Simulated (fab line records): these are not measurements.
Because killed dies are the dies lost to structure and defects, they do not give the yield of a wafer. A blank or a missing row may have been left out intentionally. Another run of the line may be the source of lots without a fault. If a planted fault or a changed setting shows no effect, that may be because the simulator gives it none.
Struck lot and sound lot, side by side    flow n5 finfet    16 out of 1938 route steps
Sound: wafers L623.1, L623.3, L623.6. Struck: wafer L620.1; the same lot's L620.5 was not struck, so it is left out; see the end for the cause.
Order at every step that has rows: each side's tool, ch and its chambers, its first start. Under that, the readings that differ: sound wafers    struck wafers    difference of the means    sigmas: that difference in standard deviations of wafers without a fault.
alike: words and numbers the same on both sides, and readings whose means are apart by under 2 such deviations; not compared: readings that were withheld, readings missing a value for some wafer, numbers with overlapping values and no deviation given by the record, and bounds like >300 which may hide the same value.
Wherever a step has rows on one side only, a row that says differs or no value, or a row with sigmas, the two part there. When numbers do not overlap yet have no deviation, they are printed without sigmas and do not part them. A reading missing from all wafers of one side parts the sides only when that side holds two or more wafers.

N5_MIM_BOT_SPUTTER_00: material TiN, target thk 35 nm, time 89.7 s.
  sound on pvd sputter-01 at day 17 12:42; struck on pvd sputter-01 at day 15 19:43
  alike: throttle valve pct
N5_MIM_TOP_ALD_00: deposits Al2O3, purge time 3 s, co reactant pulse time 3 s.
  sound on ald hk-01 ch 0,3, day 17 12:48; struck on ald hk-01 ch 0, day 15 19:50
  alike: precursor pulse height rel
N5_MIM_TOP_ALD_01: deposits HfO2, target thk 5.6 nm, pulse time 1 s, purge time 3 s.
  sound on ald hk-01 ch 0,3; struck on ald hk-01 ch 0
  alike: precursor pulse height rel
N5_MIM_TOP_ALD_02: deposits Al2O3, purge time 3 s, co reactant pulse time 3 s.
  sound on ald hk-01 ch 0,3; struck on ald hk-01 ch 0
  alike: precursor pulse height rel
N5_MIM_TOP_DEGAS_04: time 60 s.
  sound on pvd sputter-03 at day 17 13:32; struck on pvd sputter-01 at day 15 21:25
  alike: heater power w
then, 7 steps without rows for these wafers: N5_MIM_TOP_SPUTTER_03 (material TiN, target thk 35 nm, time 89.7 s); N5_MIM_TOP_LITHO_HMDS_01 (time 60 s); N5_MIM_TOP_LITHO_COAT_02; N5_MIM_TOP_LITHO_EBR_04; N5_MIM_TOP_LITHO_SOFTBAKE_03 (time 90 s); N5_MIM_TOP_LITHO_EXPOSE_05 (exposes mask MIM TOP, target cd 2000 nm); N5_MIM_TOP_LITHO_PEB_06.
N5_MIM_TOP_LITHO_DEVELOP_07: develop time 60 s.
  sound on litho track-05 ch 0, day 17 13:59; struck on litho track-03 ch 0, day 15 21:52
then, 1 step without rows for these wafers: N5_MIM_TOP_LITHO_HARDBAKE_09 (time 120 s).
N5_MIM_TOP_LITHO_CD_MEAS_08: the cd target is 2000 nm.
  sound on cd sem-03 ch 0, day 17 14:05; struck on cd sem-03 ch 0, day 15 21:58
reading     sound                 struck  difference  sigmas
cd nm (nm)  2004.9 2001.1 2001.3  1995.1  -7.3        -5
N5_MIM_TOP_LITHO_OVL_MEAS_11:
  sound on overlay-02 ch 0, day 17 14:07; struck on overlay-01 ch 0, day 15 22:00
  alike: MIM_TOP_OVL

## WHERE THEY PART
N5_MIM_TOP_LITHO_CD_MEAS_08 only, going by this record. Later steps at which nothing parts them and some readings are alike: N5_MIM_TOP_LITHO_OVL_MEAS_11.

WHY: the cause the simulator had injected
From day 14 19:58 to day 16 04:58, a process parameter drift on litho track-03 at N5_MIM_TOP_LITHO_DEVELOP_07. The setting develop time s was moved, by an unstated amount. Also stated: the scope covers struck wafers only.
